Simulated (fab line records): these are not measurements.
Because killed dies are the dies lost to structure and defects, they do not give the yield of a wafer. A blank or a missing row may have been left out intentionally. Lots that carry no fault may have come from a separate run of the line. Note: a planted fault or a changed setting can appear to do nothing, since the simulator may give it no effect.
Which of the tools did it? -- flow n5 finfet -- 30 wafers from 10 lots sampled at 5 of the route's 1938 steps

== WHAT THE GAUGES SHOWED, per wafer ==
N5_MIM_TOP_LITHO_INSPECT_12: inspects for defects (macro). Usual: raw defect count reads 2.1 (standard deviation 1.6).
lot,measured,on,raw defect count,flag
L573,day 13 07:17,defect inspect-01,1 0 1,
L575,day 13 16:22,defect inspect-01,2 5 2,
L574,day 14 03:35,defect inspect-02,2 3 5,
L578,day 14 10:26,defect inspect-01,2 1 1,
L577,day 14 17:50,defect inspect-01,0 1 3,
L584,day 16 07:59,defect inspect-01,3 4 3,
L587,day 16 23:10,defect inspect-01,2 >300 2,
L589,day 17 03:13,defect inspect-02,3 2 0,
L588,day 17 05:03,defect inspect-01,1 >300 4,
L592,day 18 11:24,defect inspect-01,6 2 1,

N5_MIM_BOT_LITHO_CD_MEAS_08 targets a cd of 3000 nm. Usual: cd nm reads 2999.6 nm (standard deviation 1.7).
lot,measured,on,cd nm (nm),flag
L573,day 13 08:16,cd sem-01,3003.0 2999.0 3000.5,
L575,day 13 17:10,cd sem-02,3000.1 3000.7 3001.4,
L574,day 14 04:25,cd sem-02,2998.3 2999.6 3002.6,
L578,day 14 11:22,cd sem-02,3001.7 3000.2 2999.1,
L577,day 14 18:53,cd sem-01,3000.2 3000.6 3000.1,
L584,day 16 09:01,cd sem-01,3001.1 2999.9 3000.3,
L587,day 17 00:14,cd sem-01,2998.2 2996.7 2998.9,
L589,day 17 04:23,cd sem-02,2997.9 2999.8 3001.1,
L588,day 17 05:57,cd sem-02,2997.3 2998.1 2999.1,
L592,day 18 12:13,cd sem-03,3003.2 3001.9 3000.6,

== WHICH TOOL RAN EACH LOT (tool, then ch and the chambers of the sampled wafers, then the start) ==
lot,N5_BEOL_M15_TRENCH_ETCH_34,N5_BEOL_M15_STRIP_37,N5_MIM_TOP_ALD_00
L573,"rie diel-06 ch 1,2, day 13 00:10","rie diel-06 ch 1,2, day 13 06:14 or earlier","ald hk-01 ch 2,3, day 13 06:14"
L575,"rie diel-01 ch 0,2,3, day 13 06:34","rie diel-04 ch 0,2, day 13 14:53 or earlier","ald hk-01 ch 1,2, day 13 14:53"
L574,"rie diel-01 ch 1,2,3, day 13 19:53","rie diel-01 ch 0,2, day 14 01:22 or earlier","ald hk-03 ch 1,2, day 14 01:22"
L578,"rie diel-04 ch 1,2, day 14 01:55","rie diel-06 ch 0,2,3, day 14 08:46 or earlier","ald hk-02 ch 0,1,3, day 14 08:46"
L577,"rie diel-06 ch 0,1,3, day 14 05:53","rie diel-06 ch 2,3, day 14 14:26 or earlier","ald hk-02 ch 0,1,2, day 14 14:26"
L584,"rie diel-01 ch 1,2,3, day 15 15:38","rie diel-04 ch 0,2,3, day 16 06:26 or earlier","ald hk-02 ch 0,1,2, day 16 06:26"
L587,"rie diel-06 ch 1,3, day 16 13:09","rie diel-06 ch 1,2, day 16 19:21 or earlier","ald hk-02 ch 1,2,3, day 16 19:21"
L589,"rie diel-01 ch 0,1,3, day 16 16:22","rie diel-01 ch 0,1, day 16 23:25 or earlier","ald hk-03 ch 0,1,2, day 16 23:25"
L588,"rie diel-06 ch 1,2,3, day 16 17:38","rie diel-06 ch 0,1,3, day 17 03:23 or earlier","ald hk-02 ch 1,2, day 17 03:23"
L592,"rie diel-06 ch 0,1,2, day 18 02:50","rie diel-06 ch 0,2,3, day 18 10:16 or earlier","ald hk-03 ch 0,2, day 18 10:16"
- N5_BEOL_M15_TRENCH_ETCH_34: etches SiO2 in C4F8/O2/Ar, target depth 872.93 nm, time 199 s.
- N5_BEOL_M15_STRIP_37: strips in O2.
- N5_MIM_TOP_ALD_00: deposits Al2O3, purge time 3 s, co reactant pulse time 3 s.

== AS READ BY THE TOOLS THEMSELVES (means over the sampled wafers that have a number; for cases with no such wafer, the mark the record gives instead) ==
N5_BEOL_M15_TRENCH_ETCH_34. Usual: drypump motor current A 5.7 A, standard deviation 0.49; oes product au 0.80 a.u., standard deviation 0.097; rf vpp V 2226 V, standard deviation 25; showerhead plenum p Torr 3.44 Torr, standard deviation 0.14; throttle valve pct 30.91 %, standard deviation 0.25.
lot,tool,drypump motor current A (A),oes product au (a.u.),rf vpp V (V),showerhead plenum p Torr (Torr),throttle valve pct (%),flag
L573,rie diel-06,5.1,0.83,2230,3.47,30.73,
L575,rie diel-01,5.7,0.80,2232,3.42,31.09,
L574,rie diel-01,5.8,0.82,2240,3.46,30.97,
L578,rie diel-04,5.7,0.86,2201,3.47,30.87,
L577,rie diel-06,5.8,0.78,2218,3.35,30.82,
L584,rie diel-01,5.8,0.80,2239,3.45,30.98,
L587,rie diel-06,5.7,0.76,2226,3.22,30.73,
L589,rie diel-01,6.2,0.87,2248,3.47,30.88,
L588,rie diel-06,5.5,0.80,2221,3.37,30.76,
L592,rie diel-06,5.3,0.82,2223,3.42,30.78,

N5_BEOL_M15_STRIP_37. Usual: drypump motor current A 5.7 A, standard deviation 0.46; oes product au 0.81 a.u., standard deviation 0.091; rf vpp V 3.6 V, standard deviation 0.66; showerhead plenum p Torr 2.11 Torr, standard deviation 0.088; temp c 60.00 C, standard deviation 0.12; throttle valve pct 16.66 %, standard deviation 0.24.
lot,tool,drypump motor current A (A),oes product au (a.u.),rf vpp V (V),showerhead plenum p Torr (Torr),temp c (C),throttle valve pct (%),flag
L573,rie diel-06,5.1,0.82,3.7,2.11,59.89,16.48,
L575,rie diel-04,5.7,0.78,3.5,2.14,59.97,16.73,
L574,rie diel-01,5.5,0.71,3.5,2.10,59.90,16.87,
L578,rie diel-06,5.5,0.82,3.5,2.14,59.97,16.67,
L577,rie diel-06,5.7,0.88,3.9,2.11,59.91,16.52,
L584,rie diel-04,5.7,0.79,3.8,2.14,60.09,16.64,
L587,rie diel-06,5.0,0.79,3.8,2.10,59.89,16.52,
L589,rie diel-01,6.3,0.90,3.2,2.18,60.16,16.75,
L588,rie diel-06,5.7,0.85,3.2,2.04,60.03,16.55,
L592,rie diel-06,5.5,0.87,3.8,2.13,60.06,16.58,

N5_MIM_TOP_ALD_00. Usual: precursor pulse height rel reads 0.998 (standard deviation 0.02).
lot,tool,precursor pulse height rel,flag
L573,ald hk-01,1.012,
L575,ald hk-01,0.983,
L574,ald hk-03,0.988,
L578,ald hk-02,1.000,
L577,ald hk-02,0.994,
L584,ald hk-02,0.995,
L587,ald hk-02,0.991,
L589,ald hk-03,1.025,
L588,ald hk-02,1.004,
L592,ald hk-03,0.997,

== THE ANSWER, worked out from the rows above alone ==
Rule: lot off if the mean of its wafers having a number is beyond 3 standard deviations from the usual mean. Also off: a lot with no number at a reading for which 4 or more lots have one. The other lots that the step has rows for count as sound. Order of review: gauges by route order, followed by the tools' own readings, for which a lot's mean as printed above is used. The first step at which some lot is off is used, and at that step the reading that is off furthest; a lot without a number counts as furthest.
Nothing can be told from this: no lot is off at any reading shown.

== WHAT WAS PUT IN BY THE SIMULATOR ==
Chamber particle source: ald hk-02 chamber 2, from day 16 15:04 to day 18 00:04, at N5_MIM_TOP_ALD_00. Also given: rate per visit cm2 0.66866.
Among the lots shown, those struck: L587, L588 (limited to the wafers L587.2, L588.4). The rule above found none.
